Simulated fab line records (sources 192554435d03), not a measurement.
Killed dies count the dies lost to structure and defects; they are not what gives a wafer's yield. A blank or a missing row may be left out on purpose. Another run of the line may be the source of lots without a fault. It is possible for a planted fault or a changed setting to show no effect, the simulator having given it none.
fab line records + flow n5-finfet
record:
- lots: 6
- wafers: 18
- last-day: 19
route steps=1938 shown MIM_BOT_LITHO@1854 MIM_BOT_ETCH@1866 PASSIVATION@1936
lots that met no fault: from a run of the same line without faults
start-h: hours from the record's opening day to when the first of the lot's shown wafers began + wait-h: hours elapsed since this lot's preceding step + " unchanged from the row above + L1.1+2: one row covering several wafers at once + - either no value or no given start + * or withheld: withheld + < > ~ a bound
route shown NAME@n: NAME is a module with steps in the file, n the number in the route of the first one + usual: the fault-free wafers' mean and standard deviation + same: alike in all rows + chamber/n: place in a boat + sites: the reading at each site + _std_site: their standard deviation + _edge_site: inner sites' mean taken away from outer sites' mean + radius-mm: for every site, how far away it sits from the centre of the wafer + mask NAME#n: copy n + behind: the tool/chamber that last shaped the wafer + hold: why the lot was held/for how many hours/how that ended + device: the n, p or np transistor that did not switch + end of line: the same wafers' tests at the end of the route + step lacking rows: just its recipe + killed: the dies lost at the first sort to structure and to defects; this is not the yield of the wafer + map: a wafer's dies, x killed, . not, _ none there
set.NAME: the setting the step ran with; set.NAME@STEP: the setting that earlier step ran with + model.NAME: the simulator's own value behind a step, which no gauge read
lots seen at some steps along the route; tables by step, rows by wafer
services: the hour from which a tool's chamber was out of use, counted from the record's first day as start-h (under 0 if before that day), plus the number of hours and why
== steps ==
step: N5_MIM_BOT_LITHO_HMDS_01
recipe:
- time-s: 60
- temp-c: 120
step: N5_MIM_BOT_LITHO_COAT_02
recipe:
- spin-rpm: *
- resist-thk-nm: *
step: N5_MIM_BOT_LITHO_EBR_04
recipe:
- solvent: PGMEA
- ebr-width-mm: 1.5
step: N5_MIM_BOT_LITHO_SOFTBAKE_03
recipe:
- temp-c: 100
- time-s: 90
step: N5_MIM_BOT_LITHO_EXPOSE_05
recipe:
- mask-id: MIM_BOT
- na: 0.55
- source-shape: conventional
- sigma-outer: 0.8
- polarization: unpolarized
- dose-mj: 24.25
step: N5_MIM_BOT_LITHO_PEB_06
recipe:
- peb-temp-c: withheld
- peb-time-s: *
step: N5_MIM_BOT_LITHO_DEVELOP_07
recipe:
- develop-time-s: 60
- rinse-liquid: diw
- dry: air-spin
- dev-temp-c: 21
step: N5_MIM_BOT_LITHO_HARDBAKE_09
recipe:
- temp-c: 130
- time-s: 120
step: N5_MIM_BOT_LITHO_CD_MEAS_08
recipe:
- target-cd-nm: 3000
- landing-energy-ev: 500
- detector: se-inlens
- polarity: opening
usual:
- cd-nm: 2999.2/2.1
| lot.wafer | tool      | chamber | start-h | wait-h | cd-nm  |
|-----------|-----------|---------|---------|--------|--------|
| L377.2    | cd-sem-02 | 0       | 282.93  | -      | 2999.6 |
| L377.3    | "         | 0       | "       | "      | 2998.0 |
| L377.5    | "         | 0       | "       | "      | 2996.9 |
| L378.3    | cd-sem-02 | 0       | 283.35  | -      | 2998.8 |
| L378.4    | "         | 0       | "       | "      | 2996.1 |
| L378.5    | "         | 0       | "       | "      | 2994.8 |
| L389.1    | cd-sem-01 | 0       | 402.68  | -      | 2999.7 |
| L389.3    | "         | 0       | "       | "      | 2999.5 |
| L389.6    | "         | 0       | "       | "      | 2997.3 |
| L396.1    | cd-sem-02 | 0       | 448.03  | -      | 2999.2 |
| L396.3    | "         | 0       | "       | "      | 3000.5 |
| L396.5    | "         | 0       | "       | "      | 2999.0 |
| L397.2    | cd-sem-02 | 0       | 448.65  | -      | 2998.0 |
| L397.5    | "         | 0       | "       | "      | 2997.7 |
| L397.6    | "         | 0       | "       | "      | 3000.5 |
| L400.2    | cd-sem-03 | 0       | 453.11  | -      | 2997.3 |
| L400.3    | "         | 0       | "       | "      | 2998.5 |
| L400.4    | "         | 0       | "       | "      | 3000.8 |
step: N5_MIM_BOT_LITHO_OVL_MEAS_11
recipe:
- points-per-wafer: 44
usual:
- MIM_BOT_OVL: -2/5.2
| lot.wafer | tool       | chamber | start-h | wait-h | MIM_BOT_OVL[nm] |
|-----------|------------|---------|---------|--------|-----------------|
| L377.2    | overlay-02 | 0       | 282.96  | 0.0    | -9              |
| L377.3    | "          | 0       | "       | "      | -1              |
| L377.5    | "          | 0       | "       | "      | -7              |
| L378.3    | overlay-01 | 0       | 283.37  | 0.0    | -1              |
| L378.4    | "          | 0       | "       | "      | 4               |
| L378.5    | "          | 0       | "       | "      | -2              |
| L389.1    | overlay-01 | 0       | 402.71  | 0.0    | -3              |
| L389.3    | "          | 0       | "       | "      | 3               |
| L389.6    | "          | 0       | "       | "      | -5              |
| L396.1    | overlay-02 | 0       | 448.06  | 0.0    | -1              |
| L396.3    | "          | 0       | "       | "      | 1               |
| L396.5    | "          | 0       | "       | "      | -2              |
| L397.2    | overlay-02 | 0       | 448.68  | 0.0    | -1              |
| L397.5    | "          | 0       | "       | "      | 11              |
| L397.6    | "          | 0       | "       | "      | 0               |
| L400.2    | overlay-01 | 0       | 453.14  | 0.0    | -8              |
| L400.3    | "          | 0       | "       | "      | -3              |
| L400.4    | "          | 0       | "       | "      | -9              |
step: N5_MIM_BOT_LITHO_INSPECT_12
recipe:
- mode: adi
- inspect-instrument: macro
usual:
- raw-defect-count: 2.0/1.4
| lot.wafer | tool              | chamber | start-h | wait-h | raw-defect-count |
|-----------|-------------------|---------|---------|--------|------------------|
| L377.2    | defect-inspect-01 | -       | 282.98  | 0.0    | 3                |
| L377.3    | "                 | -       | "       | "      | 1                |
| L377.5    | "                 | -       | "       | "      | 2                |
| L378.3    | defect-inspect-01 | -       | 283.40  | 0.0    | 1                |
| L378.4    | "                 | -       | "       | "      | 3                |
| L378.5    | "                 | -       | "       | "      | 0                |
| L389.1    | defect-inspect-02 | -       | 402.73  | 0.0    | 2                |
| L389.3    | "                 | -       | "       | "      | 4                |
| L389.6    | "                 | -       | "       | "      | 2                |
| L396.1    | defect-inspect-01 | -       | 448.08  | 0.0    | 1                |
| L396.3    | "                 | -       | "       | "      | 1                |
| L396.5    | "                 | -       | "       | "      | 5                |
| L397.2    | defect-inspect-01 | -       | 448.70  | 0.0    | 3                |
| L397.5    | "                 | -       | "       | "      | 3                |
| L397.6    | "                 | -       | "       | "      | 2                |
| L400.2    | defect-inspect-02 | -       | 453.17  | 0.0    | 4                |
| L400.3    | "                 | -       | "       | "      | 2                |
| L400.4    | "                 | -       | "       | "      | 3                |
step: N5_MIM_BOT_LITHO_DESCUM_10
recipe:
- chemistry: O2
- time-s: 7.9
- source-power-w: 50
- bias-power-w: 20
- pressure-mtorr: 20
- rf-frequency-hz: 2.712e+07
- temp-c: 40
- o2-flow-sccm: 225
usual:
- drypump-motor-current-A: 5.9/0.48
- oes-product-au: 0.80/0.062
- rf-vpp-V: 242.7/1.3
- showerhead-plenum-p-Torr: 2.06/0.065
- throttle-valve-pct: 20.38/0.17
same:
- time-s: 7.9
| lot.wafer | tool        | chamber | start-h | wait-h | drypump-motor-current-A | oes-product-au | rf-hours-counter-h | rf-vpp-V | showerhead-plenum-p-Torr | throttle-valve-pct |
|-----------|-------------|---------|---------|--------|-------------------------|----------------|--------------------|----------|--------------------------|--------------------|
| L377.2    | rie-diel-03 | 3       | 283.01  | 0.0    | 5.6                     | 0.95           | 10                 | 244.9    | 2.15                     | 20.62              |
| L377.3    | "           | 0       | "       | "      | 6.0                     | 0.81           | 103                | 242.7    | 2.01                     | 20.42              |
| L377.5    | "           | 1       | "       | "      | 6.5                     | 0.82           | -                  | 242.9    | 2.12                     | 20.24              |
| L378.3    | rie-diel-01 | 1       | 283.43  | 0.0    | 6.4                     | 0.81           | 82                 | 242.2    | 2.04                     | 20.14              |
| L378.4    | "           | 0       | "       | "      | 6.2                     | 0.76           | 175                | 241.8    | 2.00                     | 20.62              |
| L378.5    | "           | 1       | "       | "      | 6.5                     | 0.81           | -                  | 242.7    | 2.04                     | 20.13              |
| L389.1    | rie-diel-05 | 3       | 402.77  | 0.0    | 5.5                     | 0.81           | 72                 | 241.7    | 2.03                     | 20.13              |
| L389.3    | "           | 2       | "       | "      | 5.6                     | 0.94           | 4                  | 243.1    | 2.16                     | 20.34              |
| L389.6    | "           | 0       | "       | "      | 5.4                     | 0.78           | -                  | 242.1    | 2.08                     | 20.28              |
| L396.1    | rie-diel-03 | 3       | 448.12  | 0.0    | 5.6                     | 0.86           | 60                 | 242.4    | 2.13                     | 20.67              |
| L396.3    | "           | 0       | "       | "      | 6.0                     | 0.76           | 153                | 241.6    | 1.99                     | 20.50              |
| L396.5    | "           | 1       | "       | "      | 6.4                     | 0.76           | -                  | 243.3    | 2.10                     | 20.30              |
| L397.2    | rie-diel-03 | 0       | 448.74  | 0.0    | 6.0                     | 0.76           | 153                | 242.0    | 1.99                     | 20.50              |
| L397.5    | "           | 2       | "       | "      | 6.7                     | 0.76           | -                  | 243.0    | 2.09                     | 20.66              |
| L397.6    | "           | 1       | "       | "      | 6.5                     | 0.76           | -                  | 243.1    | 2.10                     | 20.31              |
| L400.2    | rie-diel-05 | 0       | 453.20  | 0.0    | 5.3                     | 0.75           | 140                | 243.9    | 2.07                     | 20.30              |
| L400.3    | "           | 1       | "       | "      | 6.1                     | 0.82           | 103                | 240.7    | 2.02                     | 20.32              |
| L400.4    | "           | 2       | "       | "      | 5.6                     | 0.89           | 23                 | 243.2    | 2.15                     | 20.36              |
step: N5_MIM_BOT_ETCH_ETCH_04
recipe:
- chemistry: CF4/O2
- target: SiNx
- target-depth-a: 260
- time-s: 13
- ion-energy-ev: 100
- pressure-mtorr: 40
- source-w: 535
- bias-w: 49
- Ar_flow_sccm: 100
- cf4-flow-sccm: 100
- O2_flow_sccm: 10
usual:
- O2_flow_sccm: 10.004/0.028
- drypump-motor-current-A: 5.9/0.48
- oes-product-au: 0.80/0.066
- rf-vpp-V: 238/4.3
- showerhead-plenum-p-Torr: 2.18/0.066
- throttle-valve-pct: 16.00/0.17
| lot.wafer | tool        | chamber | start-h | wait-h | O2_flow_sccm | drypump-motor-current-A | oes-product-au | rf-hours-counter-h | rf-vpp-V | showerhead-plenum-p-Torr | throttle-valve-pct | model.etch.depth-nm | model.coat_of_MIM_BOT_LITHO_COAT_02.thk-nm | model.MIM_BOT_ETCH.cd-offset-nm |
|-----------|-------------|---------|---------|--------|--------------|-------------------------|----------------|--------------------|----------|--------------------------|--------------------|---------------------|--------------------------------------------|---------------------------------|
| L377.2    | rie-diel-03 | 3       | 283.08  | 0.0    | 10.008       | 5.6                     | 0.94           | 10                 | 246      | 2.26                     | 16.10              | 25.94               | *                                          | 0                               |
| L377.3    | "           | 0       | "       | "      | 10.076       | 6.0                     | 0.79           | 103                | 240      | 2.14                     | 16.06              | 25.64               | *                                          | 0                               |
| L377.5    | "           | 1       | "       | "      | 10.002       | 6.5                     | 0.83           | -                  | 234      | 2.23                     | 15.82              | 25.85               | *                                          | -0.2                            |
| L378.3    | rie-diel-01 | 1       | 283.50  | 0.0    | 10.005       | 6.5                     | 0.80           | 82                 | 235      | 2.15                     | 15.69              | 26.69               | *                                          | 0                               |
| L378.4    | "           | 0       | "       | "      | 10.000       | 6.2                     | 0.74           | 175                | 232      | 2.11                     | 16.17              | 25.08               | *                                          | 0                               |
| L378.5    | "           | 1       | "       | "      | 10.011       | 6.4                     | 0.81           | -                  | 234      | 2.15                     | 15.69              | 26.77               | *                                          | 0                               |
| L389.1    | rie-diel-05 | 3       | 402.83  | 0.0    | 9.982        | 5.5                     | 0.82           | 72                 | 237      | 2.15                     | 15.73              | 26.09               | *                                          | 0.2                             |
| L389.3    | "           | 2       | "       | "      | 10.005       | 5.6                     | 0.96           | 4                  | 240      | 2.26                     | 15.84              | 27.51               | *                                          | -0.2                            |
| L389.6    | "           | 0       | "       | "      | 10.022       | 5.4                     | 0.77           | -                  | 235      | 2.23                     | 16.03              | 25.76               | *                                          | -0.2                            |
| L396.1    | rie-diel-03 | 3       | 448.18  | 0.0    | 10.020       | 5.6                     | 0.85           | 60                 | 245      | 2.24                     | 16.20              | 25.94               | *                                          | 0                               |
| L396.3    | "           | 0       | "       | "      | 9.976        | 6.0                     | 0.75           | 153                | 238      | 2.12                     | 16.19              | 40.07               | *                                          | -0.6                            |
| L396.5    | "           | 1       | "       | "      | 10.002       | 6.4                     | 0.77           | -                  | 234      | 2.21                     | 15.89              | 25.62               | *                                          | 0                               |
| L397.2    | rie-diel-03 | 0       | 448.81  | 0.0    | 9.981        | 6.0                     | 0.75           | 153                | 240      | 2.12                     | 16.17              | 40.09               | *                                          | -0.6                            |
| L397.5    | "           | 2       | "       | "      | 10.064       | 6.7                     | 0.77           | -                  | 232      | 2.22                     | 16.28              | 26.63               | *                                          | 0                               |
| L397.6    | "           | 1       | "       | "      | 9.966        | 6.5                     | 0.77           | -                  | 234      | 2.21                     | 15.90              | 25.62               | *                                          | 0                               |
| L400.2    | rie-diel-05 | 0       | 453.27  | 0.0    | 10.036       | 5.4                     | 0.74           | 140                | 235      | 2.22                     | 16.07              | 25.4                | *                                          | -0.2                            |
| L400.3    | "           | 1       | "       | "      | 9.979        | 6.2                     | 0.79           | 103                | 239      | 2.14                     | 15.98              | 25.59               | *                                          | -0.2                            |
| L400.4    | "           | 2       | "       | "      | 10.036       | 5.6                     | 0.90           | 23                 | 241      | 2.26                     | 15.85              | 27                  | *                                          | -0.2                            |
step: N5_MIM_BOT_ETCH_ETCH_03
recipe:
- chemistry: Cl2/BCl3
- target-depth-a: 120
- pressure-mtorr: 8
- icp-w: 800
- bias-w: 100
- Cl2_flow_sccm: 20
- bcl3-flow-sccm: 80
usual:
- drypump-motor-current-A: 5.9/0.34
- oes-product-au: 0.80/0.071
- throttle-valve-pct: 27.57/0.25
| lot.wafer | tool         | chamber | start-h | wait-h | drypump-motor-current-A | oes-product-au | rf-hours-counter-h | throttle-valve-pct |
|-----------|--------------|---------|---------|--------|-------------------------|----------------|--------------------|--------------------|
| L377.2    | rie-metal-01 | 0       | 283.17  | 0.1    | 5.9                     | 0.75           | 49                 | 27.36              |
| L377.3    | "            | 0       | "       | "      | 5.9                     | 0.76           | -                  | 27.39              |
| L377.5    | "            | 0       | "       | "      | 5.9                     | 0.75           | -                  | 27.37              |
| L378.3    | rie-metal-02 | 1       | 283.62  | 0.1    | 5.0                     | 0.83           | -                  | 27.22              |
| L378.4    | "            | 0       | "       | "      | 5.9                     | 0.85           | -                  | 27.63              |
| L378.5    | "            | 1       | "       | "      | 5.0                     | 0.82           | -                  | 27.23              |
| L389.1    | rie-metal-03 | 0       | 402.92  | 0.1    | 6.3                     | 0.80           | 42                 | 27.39              |
| L389.3    | "            | 0       | "       | "      | 6.3                     | 0.80           | -                  | 27.38              |
| L389.6    | "            | 0       | "       | "      | 6.3                     | 0.79           | -                  | 27.38              |
| L396.1    | rie-metal-03 | 1       | 448.27  | 0.1    | 6.0                     | 0.88           | 13                 | 27.65              |
| L396.3    | "            | 0       | "       | "      | 6.3                     | 0.78           | -                  | 27.40              |
| L396.5    | "            | 0       | "       | "      | 6.3                     | 0.78           | -                  | 27.40              |
| L397.2    | rie-metal-01 | 0       | 448.90  | 0.1    | 5.9                     | 0.72           | 62                 | 27.39              |
| L397.5    | "            | 0       | "       | "      | 5.9                     | 0.73           | -                  | 27.40              |
| L397.6    | "            | 1       | "       | "      | 6.0                     | 0.71           | -                  | 28.01              |
| L400.2    | rie-metal-01 | 1       | 453.35  | 0.1    | 6.0                     | 0.72           | 60                 | 28.02              |
| L400.3    | "            | 1       | "       | "      | 6.0                     | 0.72           | -                  | 28.02              |
| L400.4    | "            | 0       | "       | "      | 5.9                     | 0.72           | -                  | 27.39              |
step: N5_MIM_BOT_ETCH_ETCH_00
recipe:
- chemistry: Cl2/BCl3
- target: TiN
- target-depth-a: 455
- ion-energy-ev: 150
- pressure-mtorr: 10
- icp-w: 1000
- bias-w: 126
- Cl2_flow_sccm: 53.25
- bcl3-flow-sccm: 21.75
- Ar_flow_sccm: 25
usual:
- drypump-motor-current-A: 5.9/0.34
- oes-product-au: 0.80/0.071
- throttle-valve-pct: 22.00/0.24
| lot.wafer | tool         | chamber | start-h | wait-h | drypump-motor-current-A | oes-product-au | rf-hours-counter-h | throttle-valve-pct | model.coat_of_MIM_BOT_LITHO_COAT_02.thk-nm | model.MIM_BOT_ETCH.cd-offset-nm |
|-----------|--------------|---------|---------|--------|-------------------------|----------------|--------------------|--------------------|--------------------------------------------|---------------------------------|
| L377.2    | rie-metal-01 | 0       | 283.26  | 0.1    | 5.9                     | 0.76           | 49                 | 21.84              | *                                          | -0.2                            |
| L377.3    | "            | 0       | "       | "      | 6.0                     | 0.75           | -                  | 21.83              | *                                          | 0                               |
| L377.5    | "            | 0       | "       | "      | 5.9                     | 0.76           | -                  | 21.81              | *                                          | -0.4                            |
| L378.3    | rie-metal-02 | 1       | 283.72  | 0.1    | 5.0                     | 0.83           | -                  | 21.56              | *                                          | 0                               |
| L378.4    | "            | 0       | "       | "      | 5.9                     | 0.84           | -                  | 22.05              | *                                          | 0.6                             |
| L378.5    | "            | 1       | "       | "      | 5.0                     | 0.82           | -                  | 21.54              | *                                          | -0.2                            |
| L389.1    | rie-metal-03 | 0       | 403.01  | 0.1    | 6.3                     | 0.80           | 42                 | 21.93              | *                                          | 0.2                             |
| L389.3    | "            | 0       | "       | "      | 6.3                     | 0.80           | -                  | 21.94              | *                                          | 0                               |
| L389.6    | "            | 0       | "       | "      | 6.3                     | 0.80           | -                  | 21.94              | *                                          | 0.2                             |
| L396.1    | rie-metal-03 | 1       | 448.36  | 0.1    | 6.0                     | 0.88           | 13                 | 22.01              | *                                          | 0                               |
| L396.3    | "            | 0       | "       | "      | 6.3                     | 0.79           | -                  | 21.95              | *                                          | -0.6                            |
| L396.5    | "            | 0       | "       | "      | 6.3                     | 0.78           | -                  | 21.96              | *                                          | -0.2                            |
| L397.2    | rie-metal-01 | 0       | 448.99  | 0.1    | 5.9                     | 0.72           | 62                 | 21.85              | *                                          | -1                              |
| L397.5    | "            | 0       | "       | "      | 5.9                     | 0.72           | -                  | 21.86              | *                                          | -0.4                            |
| L397.6    | "            | 1       | "       | "      | 6.0                     | 0.72           | -                  | 22.42              | *                                          | -0.4                            |
| L400.2    | rie-metal-01 | 1       | 453.44  | 0.1    | 6.0                     | 0.72           | 60                 | 22.43              | *                                          | -0.4                            |
| L400.3    | "            | 1       | "       | "      | 6.1                     | 0.72           | -                  | 22.42              | *                                          | -0.8                            |
| L400.4    | "            | 0       | "       | "      | 5.9                     | 0.72           | -                  | 21.85              | *                                          | -0.4                            |
step: N5_MIM_BOT_ETCH_STRIP_01
recipe:
- chemistry: O2
- power-w: 600
- temp-c: 60
- pressure-mtorr: 30
- rf-frequency-hz: 6e+07
- bias-power-w: 0
- overash-fraction: 0.5
- o2-flow-sccm: 225
usual:
- drypump-motor-current-A: 5.9/0.49
- oes-product-au: 0.80/0.076
- rf-vpp-V: 3.6/1.4
- showerhead-plenum-p-Torr: 2.06/0.073
- throttle-valve-pct: 16.64/0.19
| lot.wafer | tool        | chamber | start-h | wait-h | drypump-motor-current-A | oes-product-au | rf-hours-counter-h | rf-vpp-V | showerhead-plenum-p-Torr | throttle-valve-pct |
|-----------|-------------|---------|---------|--------|-------------------------|----------------|--------------------|----------|--------------------------|--------------------|
| L377.2    | rie-diel-03 | 1       | 283.40  | 0.1    | 6.5                     | 0.80           | 72                 | 3.5      | 2.13                     | 16.48              |
| L377.3    | "           | 2       | "       | "      | 6.7                     | 0.81           | 89                 | 4.2      | 2.12                     | 16.79              |
| L377.5    | "           | 3       | "       | "      | 5.6                     | 0.94           | -                  | 3.4      | 2.15                     | 16.81              |
| L378.3    | rie-diel-03 | 1       | 283.82  | 0.1    | 6.4                     | 0.81           | 72                 | 1.1      | 2.12                     | 16.45              |
| L378.4    | "           | 2       | "       | "      | 6.7                     | 0.82           | 89                 | 2.9      | 2.11                     | 16.80              |
| L378.5    | "           | 3       | "       | "      | 5.6                     | 0.93           | -                  | 3.9      | 2.15                     | 16.75              |
| L389.1    | rie-diel-05 | 1       | 403.15  | 0.1    | 6.2                     | 0.83           | 85                 | 3.6      | 2.03                     | 16.61              |
| L389.3    | "           | 2       | "       | "      | 5.6                     | 0.93           | 4                  | 3.2      | 2.16                     | 16.53              |
| L389.6    | "           | 3       | "       | "      | 5.5                     | 0.80           | -                  | 3.6      | 2.04                     | 16.40              |
| L396.1    | rie-diel-05 | 1       | 448.51  | 0.1    | 6.2                     | 0.82           | 102                | 1.8      | 2.02                     | 16.61              |
| L396.3    | "           | 2       | "       | "      | 5.6                     | 0.88           | 22                 | 3.7      | 2.15                     | 16.55              |
| L396.5    | "           | 0       | "       | "      | 5.4                     | 0.78           | -                  | 1.7      | 2.08                     | 16.58              |
| L397.2    | rie-diel-01 | 1       | 449.13  | 0.1    | 6.5                     | 0.75           | 139                | 2.8      | 2.02                     | 16.46              |
| L397.5    | "           | 0       | "       | "      | 6.2                     | 0.68           | -                  | 2.8      | 1.98                     | 16.95              |
| L397.6    | "           | 1       | "       | "      | 6.4                     | 0.76           | -                  | 5.8      | 2.02                     | 16.47              |
| L400.2    | rie-diel-01 | 2       | 453.60  | 0.1    | 5.4                     | 0.89           | 45                 | 1.7      | 2.12                     | 16.53              |
| L400.3    | "           | 0       | "       | "      | 6.2                     | 0.69           | 243                | 2.2      | 1.98                     | 17.00              |
| L400.4    | "           | 3       | "       | "      | 5.2                     | 1.01           | 2                  | 2.4      | 2.24                     | 16.24              |
step: N5_PASSIVATION_PROBE_49
usual:
- defect-limited-yield: 90.9/1.4
- killed_at_M0_to_M3: 38/11
- killed_at_M4_up: 13/5.9
- killed-at-contacts: 14/6.4
- killed-at-front-end: 38/11
- killed-at-other: 3.3/2.5
- killed-dies: 107/16
- killed-open: 70/12
- killed-short: 35/7.7
- sort_bin_4_leakage: 0.00/0.007
- sort_bin_5_function: 5.3/0.94
- sort_bin_6_memory: 3.5/0.7
- sort-n-pass: 1073/16
- sort-yield-pct: 90.9/1.4
same:
- gross-dies: 1180
- killed-at-back-side: 0
- sort_bin_8_speed[%]: 0
| lot.wafer | tool      | chamber | start-h | wait-h | defect-limited-yield[%] | killed_at_M0_to_M3 | killed_at_M4_up | killed-at-contacts | killed-at-front-end | killed-at-other | killed-dies | killed-open | killed-short | sort_bin_4_leakage[%] | sort_bin_5_function[%] | sort_bin_6_memory[%] | sort-n-pass | sort-yield-pct[%] |
|-----------|-----------|---------|---------|--------|-------------------------|--------------------|-----------------|--------------------|---------------------|-----------------|-------------|-------------|--------------|-----------------------|------------------------|----------------------|-------------|-------------------|
| L377.2    | prober-01 | -       | 290.97  | 0.1    | 91.5                    | 35                 | 11              | 20                 | 31                  | 3               | 100         | 68          | 32           | 0                     | 5.4                    | 3.0                  | 1080        | 91.5              |
| L377.3    | prober-01 | -       | 291.02  | 0.1    | 88.4                    | 48                 | 20              | 14                 | 49                  | 6               | 137         | 95          | 40           | 0                     | 7.3                    | 4.0                  | 1043        | 88.4              |
| L377.5    | prober-01 | -       | 291.12  | 0.2    | 90.3                    | 40                 | 11              | 24                 | 39                  | 1               | 115         | 80          | 35           | 0                     | 6.1                    | 3.6                  | 1065        | 90.3              |
| L389.6    | prober-01 | -       | 414.48  | 0.3    | 89.6                    | 48                 | 15              | 18                 | 42                  | 0               | 123         | 83          | 36           | 0                     | 6.4                    | 3.6                  | 1057        | 89.6              |
| L397.5    | prober-01 | -       | 464.41  | 0.2    | 90.9                    | 31                 | 14              | 22                 | 38                  | 2               | 107         | 77          | 29           | 0                     | 5.0                    | 3.6                  | 1073        | 90.9              |
killed by level:class
L377.2 MOL_CONTACT_COAG:geometric-particle:open=19 BEOL_M3:geometric-particle:open=9 FIN_SAQP:geometric-particle:short=7 BEOL_M2:geometric-particle:open=7 BEOL_M0_SAQP:geometric-particle:open=6 FIN_SAQP:geometric-particle:open=5 GATE_CUT:geometric-particle:short=4 BEOL_M1:geometric-particle:open=4
L377.3 BEOL_M3:geometric-particle:open=15 BEOL_M0_SAQP:geometric-particle:open=15 MOL_CONTACT_COAG:geometric-particle:open=13 BEOL_M4:geometric-particle:open=9 GATE_CUT:geometric-particle:short=9 FIN_SAQP:geometric-particle:open=7 BEOL_M0_SAQP:geometric-particle:short=7 BEOL_M2:geometric-particle:open=6
L377.5 MOL_CONTACT_COAG:geometric-particle:open=17 FIN_SAQP:geometric-particle:open=9 BEOL_M0_SAQP:geometric-particle:open=9 BEOL_M3:geometric-particle:open=8 MOL_CONTACT_COAG:geometric-particle:short=7 BEOL_M0_SAQP:geometric-particle:short=7 BEOL_M2:geometric-particle:open=6 FIN_SAQP:geometric-particle:short=5
L389.6 MOL_CONTACT_COAG:geometric-particle:open=16 BEOL_M0_SAQP:geometric-particle:open=13 BEOL_M0_SAQP:geometric-particle:short=11 DUMMY_GATE:geometric-particle:open=9 FIN_SAQP:geometric-particle:short=8 FIN_SAQP:geometric-particle:open=7 BEOL_M1:geometric-particle:open=7 BEOL_M3:geometric-particle:open=6
L397.5 MOL_CONTACT_COAG:geometric-particle:open=17 STI_FIN_REVEAL:geometric-particle:open=13 BEOL_M0_SAQP:geometric-particle:open=10 GATE_CUT:geometric-particle:open=9 BEOL_M3:geometric-particle:open=6 MOL_CONTACT_COAG:geometric-particle:short=5 BEOL_M0_SAQP:geometric-particle:short=5 BEOL_M8:geometric-particle:open=4
== services ==
| tool         | chamber | start-h | hours | kind                          |
|--------------|---------|---------|-------|-------------------------------|
| rie-metal-03 | 1       | 278.13  | -     | clean                         |
| rie-metal-03 | 1       | 278.13  | 20.0  | scheduled-down                |
| rie-metal-03 | 1       | 278.13  | 20.0  | vent-cycle                    |
| rie-metal-03 | 1       | 315.00  | 14.0  | repair                        |
| rie-diel-03  | -       | 322.81  | 14.6  | pm                            |
| rie-diel-01  | 2       | 329.64  | -     | clean                         |
| rie-diel-01  | 2       | 329.64  | -     | consumable-replace:focus-ring |
| rie-diel-01  | 2       | 329.64  | 14.3  | scheduled-down                |
| rie-diel-01  | 2       | 329.64  | 14.3  | vent-cycle                    |
| rie-diel-01  | 1       | 341.15  | 22.0  | repair                        |
| rie-metal-02 | 0       | 341.95  | 3.6   | repair                        |
| rie-diel-05  | 2       | 349.12  | 1.4   | repair                        |
| rie-diel-05  | 2       | 372.64  | -     | clean                         |
| rie-diel-05  | 2       | 372.64  | -     | consumable-replace:focus-ring |
| rie-diel-05  | 2       | 372.64  | 15.4  | scheduled-down                |
| rie-diel-05  | 2       | 372.64  | 15.4  | vent-cycle                    |
| rie-metal-02 | 0       | 379.21  | 7.7   | repair                        |
| rie-diel-05  | 3       | 395.52  | 5.8   | repair                        |
| rie-metal-03 | -       | 404.20  | 0.7   | repair                        |
| rie-diel-01  | 2       | 422.68  | 5.6   | repair                        |
| rie-diel-01  | 3       | 428.27  | -     | clean                         |
| rie-diel-01  | 3       | 428.27  | -     | consumable-replace:focus-ring |
| rie-diel-01  | 3       | 428.27  | -     | consumable-replace:showerhead |
| rie-diel-01  | 3       | 428.27  | 18.9  | scheduled-down                |
== key ==
first-sign none at tools or gauges
model-effect:
- step: N5_MIM_BOT_ETCH_ETCH_04
- value: etch.depth-nm
- without: 25.89
- struck: 40.08
model-effect:
- step: N5_MIM_BOT_ETCH_ETCH_00
- value: coat_of_MIM_BOT_LITHO_COAT_02.thk-nm
- without: *
- struck: *
met-at N5_MIM_BOT_ETCH_ETCH_04
struck-wafers L396.3,L397.2
onset-between 283.08 448.18
fault:
- kind: process-parameter-drift
- tool: rie-diel-03
- chamber: -
- onset-h: 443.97
- steps: N5_MIM_BOT_ETCH_ETCH_04
- channel: time-s
- offset: *
- shape: step
- end-h: 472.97
- scope: struck-wafers-only
- acts-in: *
- stated: *
